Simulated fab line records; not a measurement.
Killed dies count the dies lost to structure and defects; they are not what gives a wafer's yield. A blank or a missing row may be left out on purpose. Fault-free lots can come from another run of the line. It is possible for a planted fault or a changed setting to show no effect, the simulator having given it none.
Comparing a struck lot with a sound one ; flow n5-finfet ; 18 out of 1938 route steps
Sound: these wafers, L977.1, L977.4, L977.5. Struck: wafer L992.5. Last of all comes the cause.
Each step with rows lists, per side, the tool, then ch with its chambers, then its first start. Under that, the readings that differ: sound wafers ; struck wafers ; difference of the means ; sigmas: that difference in standard deviations of wafers without a fault.
alike: same words and numbers on both sides, and readings whose means sit less than 2 such deviations apart. not compared: any withheld reading, any reading some wafer has no value for, any bound like >300 that may hide the same value, and any number with overlapping values for which the record gives no deviation.
A row with sigmas, a row that says differs or no value, or rows on one side alone: a step with any of these is where the two part. Non-overlapping numbers with no deviation appear without sigmas and do not part them. A reading missing from all wafers of one side parts the sides only when that side holds two or more wafers.

first, 7 steps without rows for these wafers: N5_BEOL_M0_SAQP_COAT_82 (time 60 s, resist thk 30 nm); N5_BEOL_M0_SAQP_COAT_08 (resist thk 90 nm); N5_BEOL_M0_SAQP_EBR_10; N5_BEOL_M0_SAQP_SOFTBAKE_09 (time 60 s); N5_BEOL_M0_SAQP_EXPOSE_11 (exposes mask M0 CORE, target cd 42 nm); N5_BEOL_M0_SAQP_PEB_12 (peb time 60 s); N5_BEOL_M0_SAQP_DEVELOP_13 (develop time 30 s).
N5_BEOL_M0_SAQP_CD_MEAS_14 targets a cd of 42.5 nm.
  sound on cd-sem-01 ch 0, day 6 23:43; struck on cd-sem-03 ch 0, day 10 12:29
  alike: cd-nm
N5_BEOL_M0_SAQP_OVL_MEAS_15:
  sound on overlay-01 ch 0, day 6 23:45; struck on overlay-02 ch 0, day 10 12:30
  alike: M0_CORE_OVL
N5_BEOL_M0_SAQP_INSPECT_16: inspects for defects (brightfield).
  sound: defect-inspect-01 at day 6 23:46; struck: defect-inspect-02 at day 10 12:32
  alike: raw-defect-count
N5_BEOL_M0_SAQP_DESCUM_19: chemistry O2, time 7.9 s.
  sound on rie-diel-05 ch 1,2,3, day 6 23:48; struck on rie-diel-06 ch 1, day 10 13:22
reading;sound;struck;difference;sigmas
rf-fwd-power-W (W);49.81 49.02 49.70;48.84;-0.67;-2
  alike: drypump-motor-current-A, oes-product-au, rf-vpp-V, showerhead-plenum-p-Torr, throttle-valve-pct
  not compared: rf-hours-counter-h
N5_BEOL_M0_SAQP_ETCH_83: etches SiARC in CF4, target depth 39 nm, time 65 s.
  sound on rie-diel-05 ch 1,2,3, day 6 23:50; struck on rie-diel-06 ch 1, day 10 13:26
  alike: cf4-flow-sccm, drypump-motor-current-A, etch-rf-on-time-s, oes-product-au, rf-fwd-power-W, rf-vpp-V, showerhead-plenum-p-Torr, throttle-valve-pct
  not compared: rf-hours-counter-h
N5_BEOL_M0_SAQP_ETCH_84: etches SOC in N2/H2, target depth 100 nm, overetch 20 nm, time 150 s.
  sound on rie-diel-05 ch 1,2,3, day 6 23:53; struck on rie-diel-06 ch 1, day 10 13:34
reading;sound;struck;difference;sigmas
model.SiARC_of_BEOL_M0_SAQP_COAT_82.thk-nm (nm);24.2 24.4 24.2;21.4;-2.9;
  alike: drypump-motor-current-A, oes-product-au, rf-fwd-power-W, rf-vpp-V, showerhead-plenum-p-Torr, throttle-valve-pct
  not compared: rf-hours-counter-h
then, 1 step without rows for these wafers: N5_BEOL_M0_SAQP_STRIP_80 (strips in N2/H2).
N5_BEOL_M0_SAQP_HM_OPEN_112: chemistry CHF3/O2, target SiO2, stops on a-Si, target depth 12 nm, time 13.5 s.
  sound on rie-diel-05 ch 1,2,3, day 7 00:00; struck on rie-diel-06 ch 1, day 10 13:41
reading;sound;struck;difference;sigmas
model.SiARC_of_BEOL_M0_SAQP_COAT_82.thk-nm (nm);5.2 4.8 5;1.6;-3.4;
  alike: drypump-motor-current-A, oes-product-au, rf-fwd-power-W, rf-vpp-V, showerhead-plenum-p-Torr, throttle-valve-pct
  not compared: rf-hours-counter-h
then, 1 step without rows for these wafers: N5_BEOL_M0_SAQP_STRIP_113 (strips in CHF3/O2).
-- a jump in the record: the struck wafers' starts before and after are 3 days apart (it breaks off in module BEOL_M0_SAQP and resumes in module BEOL_M4, where the first step shown is number 1111 of the route) --
N5_BEOL_M4_RC_MEAS_101:
  sound on prober-02 ch 0, day 9 17:20; struck on prober-01 ch 0, day 13 15:01
  alike: DIBL_N, DIBL_P, IOFF_N, IOFF_P, ION_N, ION_P, SS_N, SS_P, VT_N, VT_P
-- record jumps: 4 days separate the struck wafers' starts on either side; left off in module BEOL_M4, taken up again in module PASSIVATION, whose first shown step is the route's number 1936 --
N5_PASSIVATION_PROBE_49:
  rows exist in the record for the struck wafers here (prober-02, day 18 01:52), but not for the sound ones

== WHERE THEY PART ==
At N5_BEOL_M0_SAQP_DESCUM_19 first; at N5_PASSIVATION_PROBE_49 last (within this record only).

WHY: whatever the simulator had introduced
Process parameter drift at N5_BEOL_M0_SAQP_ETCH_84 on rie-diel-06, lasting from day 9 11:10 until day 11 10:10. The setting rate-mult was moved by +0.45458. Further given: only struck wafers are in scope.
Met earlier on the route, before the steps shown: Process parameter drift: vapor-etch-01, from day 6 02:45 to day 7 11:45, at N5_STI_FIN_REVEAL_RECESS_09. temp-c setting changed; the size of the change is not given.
